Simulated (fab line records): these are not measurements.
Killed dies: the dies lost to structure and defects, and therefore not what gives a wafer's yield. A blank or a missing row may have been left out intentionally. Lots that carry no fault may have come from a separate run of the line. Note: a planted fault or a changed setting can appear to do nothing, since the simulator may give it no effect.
Split-lot trial + flow n5Finfet + 7 lots, 21 wafers read, on a route of 1938 steps

ON THE SPLIT
At N5_SD_EPI_P_EPI_21 (deposits SiGe:B, time 355 s), the setting timeS was moved away from the recipe's 355 s on 5 of the 21 wafers read, by -18.6% to +18.8%. All remaining wafers had this setting at the recipe value.

SPLIT TO READING: what lies between them in the file, 1 step
- N5_SD_EPI_P_EPI_MEAS_23

THE READING
SiGe-B_of_SD_EPI_P_EPI_21.thkNm (the simulator's own value, which no gauge read), in nm, at N5_SD_EPI_P_HM_STRIP_48 (strips SiNx in H3PO4, material SiNx, target depth 3 nm). No usual value for it is given in the file. Across the 16 wafers here that went through the recipe, the average is 60.6 nm and the standard deviation 0.7 nm.

| wafer  | tool, chamber at the split | timeS as run, s | against the recipe | SiGe-B_of_SD_EPI_P_EPI_21.thkNm, nm | against lot-mates on the recipe |
|--------|----------------------------|-----------------|--------------------|-------------------------------------|---------------------------------|
| L074.1 | epiRpcvd-01, 0             | 355             | recipe             | 61.2                                | -                               |
| L074.3 | epiRpcvd-01, 0             | 288.8           | -18.6%             | 53.6                                | -7.7                            |
| L074.5 | epiRpcvd-01, 0             | 355             | recipe             | 61.4                                | -                               |
| L083.2 | epiRpcvd-04, 0             | 355             | recipe             | 60                                  | -                               |
| L083.4 | epiRpcvd-04, 0             | 355             | recipe             | 60.2                                | -                               |
| L083.5 | epiRpcvd-04, 0             | 406.5           | +14.5%             | 65.6                                | +5.5                            |
| L086.4 | epiRpcvd-04, 0             | 355             | recipe             | 60.2                                | -                               |
| L086.5 | epiRpcvd-04, 0             | 355             | recipe             | 59.8                                | -                               |
| L086.6 | epiRpcvd-04, 0             | 355             | recipe             | 60.4                                | -                               |
| L087.2 | epiRpcvd-01, 0             | 355             | recipe             | 61.8                                | -                               |
| L087.3 | epiRpcvd-01, 0             | 355             | recipe             | 60.8                                | -                               |
| L087.5 | epiRpcvd-01, 0             | 355             | recipe             | 61.4                                | -                               |
| L091.1 | epiRpcvd-03, 0             | 355             | recipe             | 60                                  | -                               |
| L091.3 | epiRpcvd-03, 0             | 421.6           | +18.8%             | 67.4                                | +7.4                            |
| L091.4 | epiRpcvd-03, 0             | 421.6           | +18.8%             | 67                                  | +7.0                            |
| L093.2 | epiRpcvd-01, 0             | 355             | recipe             | 59.6                                | -                               |
| L093.5 | epiRpcvd-01, 0             | 355             | recipe             | 59.4                                | -                               |
| L093.6 | epiRpcvd-01, 0             | 331.9           | -6.5%              | 56.4                                | -3.1                            |
| L097.1 | epiRpcvd-01, 0             | 355             | recipe             | 60.8                                | -                               |
| L097.2 | epiRpcvd-01, 0             | 355             | recipe             | 60.6                                | -                               |
| L097.6 | epiRpcvd-01, 0             | 355             | recipe             | 61.4                                | -                               |

THE FIT
A straight line over all 21 wafers: SiGe-B_of_SD_EPI_P_EPI_21.thkNm changes by +0.37 nm for each +1% of timeS; r = +0.97; the points scatter about the line by 0.76 nm.
The same after taking each lot's own level away (the mean of its wafers on the recipe; 21 wafers): +0.395 nm for each +1%; r = +1.00; scatter 0.29 nm.
That fit puts the effect of the largest move of timeS on the reading at 7.4 nm.
From 59.50 to 61.33 nm: that is the span of the lots' own levels, equal to 2.6 times the standard deviation above.
Consequently the slope shifts little with the lot-to-lot level, the two slopes agreeing.
Check: with one of the wafers moved furthest among these (+18.8%) left out of the fit, the line predicts +7.32 nm for it against its lot-mates. It came out at +7.4 nm against them.

THESE WAFERS: OTHER SPLITS
Other splits were also applied to these wafers ahead of the reading. Each is held against what the fit with the lots' levels taken away leaves over:
| other split on the same wafers          | wafers away from the commonest value | r with SiGe-B_of_SD_EPI_P_EPI_21.thkNm (lot level and that fit taken away) |
|-----------------------------------------|--------------------------------------|----------------------------------------------------------------------------|
| N5_ZERO_LAYER_PECVD_02 timeS            | 7                                    | -0.22                                                                      |
| N5_PMOS_HMC_CHANNEL_EPI_PEB_07 pebTempC | 6                                    | -0.07                                                                      |
| N5_FIN_CUT_EXPOSE_05 doseMj             | 6                                    | -0.25                                                                      |
| N5_SD_EPI_N_PEB_07 pebTempC             | 8                                    | +0.09                                                                      |
| N5_SD_EPI_N_ETCH_45 targetDepthA        | 9                                    | -0.42                                                                      |

THE WHOLE CHAIN: every reading that the file lists as answering this split, in the file's order
| step                    | what it does                                           | reading                                                                          | change (the file's fit)               | r (the file's) |
|-------------------------|--------------------------------------------------------|----------------------------------------------------------------------------------|---------------------------------------|----------------|
| N5_SD_EPI_P_EPI_21      | deposits SiGe:B, time 355 s                            | SiGe-B_of_SD_EPI_P_EPI_21.thkNm (the simulator's own value, which no gauge read) | +0.394 nm for each +1% of the setting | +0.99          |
| N5_SD_EPI_P_EPI_MEAS_23 |                                                        | thkNm                                                                            | withheld for each +1% of the setting  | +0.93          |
| N5_SD_EPI_P_HM_STRIP_48 | strips SiNx in H3PO4, material SiNx, target depth 3 nm | SiGe-B_of_SD_EPI_P_EPI_21.thkNm (the simulator's own value, which no gauge read) | +0.398 nm for each +1% of the setting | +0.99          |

FILE'S OWN FIT
SiGe-B_of_SD_EPI_P_EPI_21.thkNm changes by +0.398 nm for each +1% of timeS, r = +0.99.
